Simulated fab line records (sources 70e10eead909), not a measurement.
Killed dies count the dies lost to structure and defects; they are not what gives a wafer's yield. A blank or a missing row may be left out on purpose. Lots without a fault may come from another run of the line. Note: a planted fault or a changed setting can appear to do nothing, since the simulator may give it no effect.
8D (eight disciplines) problem report, filled in by code || flow nand_harc || the parts of the form that need people (team, actions taken, sign-off) are left out

== 1. PROBLEM STATEMENT ==
Mean of run_length_s at NHARC_P_M1_ETCH_35: 49.3 s across 3 wafers in 2 lots; on wafers with no fault it is 65.5 s (standard deviation 0.43). That is -38 standard deviations from the usual mean.
The step: etches the open film in N2/H2, target depth 40 nm, overetch 12 nm, time 43.94 s.
Seen first at day 9 09:58 on rie_diel-05, wafer L255.4. The record has a number at this step for 42 wafers belonging to 14 lots. Rule for "out" (also "out of limits"): further than 4 standard deviations from the usual mean. All remaining wafers that have a number are taken as sound.

== 2. WHAT THIS IS AND IS NOT ==
{"question": "which readings at this step", "is": "run_length_s", "is not": "drypump_motor_current_A, rf_vpp_V, showerhead_plenum_p_Torr"}
{"question": "which lots", "is": "L254, L255", "is not": "L242, L243, L244, L246, L247, L248, L249, L251, L252, L253, L262, L265"}
{"question": "which wafers of those lots", "is": "L254.2, L254.6, L255.4", "is not": "L254.1, L255.1, L255.2"}
{"question": "read on which tools", "is": "rie_diel-05", "is not": "rie_diel-03, rie_diel-11"}
{"question": "when", "is": "from day 9 09:58", "is not": "up to then (32 sound wafers); but 7 sound wafers of L254, L262, L265 came after"}

== 3. SUSPECTS, AND WHAT RULES EACH OUT ==
Counting: a tool at a process step up to the reading stays a suspect if it ran every lot that is out. Sound lots after the first of them don't rule it out here, since some wafers of a struck lot are sound.
- rtp_anneal-01 at NHARC_P_M0_ANNEAL_30 (time 90 s): kept. It ran every lot that is out, first L255 (day 9 06:12); its last sound lot up to then is L253 (day 9 05:53).
- rie_diel-05 at NHARC_P_M1_ETCH_35 (etches the open film in N2/H2, target depth 40 nm, overetch 12 nm, time 43.94 s): kept. It ran every lot that is out, first L255 (day 9 09:58); its last sound lot up to then is L253 (day 9 09:02). Its own run_length_s readings are out on those wafers.
- Within rie_diel-05 at NHARC_P_M1_ETCH_35: the wafers that are out ran in chamber 0; their sound lot-mates ran in chambers 1, 2.
Remaining after the count are rtp_anneal-01 at NHARC_P_M0_ANNEAL_30 and rie_diel-05 at NHARC_P_M1_ETCH_35.

== 4. THE CAUSE (what the simulator had put in) ==
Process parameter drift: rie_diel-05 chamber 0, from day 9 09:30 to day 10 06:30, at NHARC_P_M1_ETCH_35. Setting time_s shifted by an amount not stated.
After counting, 2 suspects remain, this tool included.

== 5. THE CHAIN OF EFFECTS, in route order ==
Rows list readings where the struck wafers' mean (over those with a number) sits beyond 3 standard deviations from the usual. Only readings whose record carries a usual standard deviation are examined. hours: median over the lots of the time between each lot's start at the first step of this table that gives one and its start at this step. sigmas: the change, counted in usual standard deviations.
{"hours": 0, "step": "NHARC_P_M1_ETCH_35", "reading": "run_length_s", "usual": "65.5 s", "on struck wafers": 49.3, "change": -16.2, "sigmas": -38}
It contains these process steps:
- NHARC_P_M1_ETCH_35: etches the open film in N2/H2, target depth 40 nm, overetch 12 nm, time 43.94 s.
Readings that are blank on the struck wafers while sound wafers have them: rf_fwd_power_W at NHARC_P_M1_ETCH_35.

== 6. WHAT WOULD HAVE CAUGHT IT SOONER ==
The fault began at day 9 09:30; the first out-of-limits reading in this record came at day 9 09:58, 0 hours later.
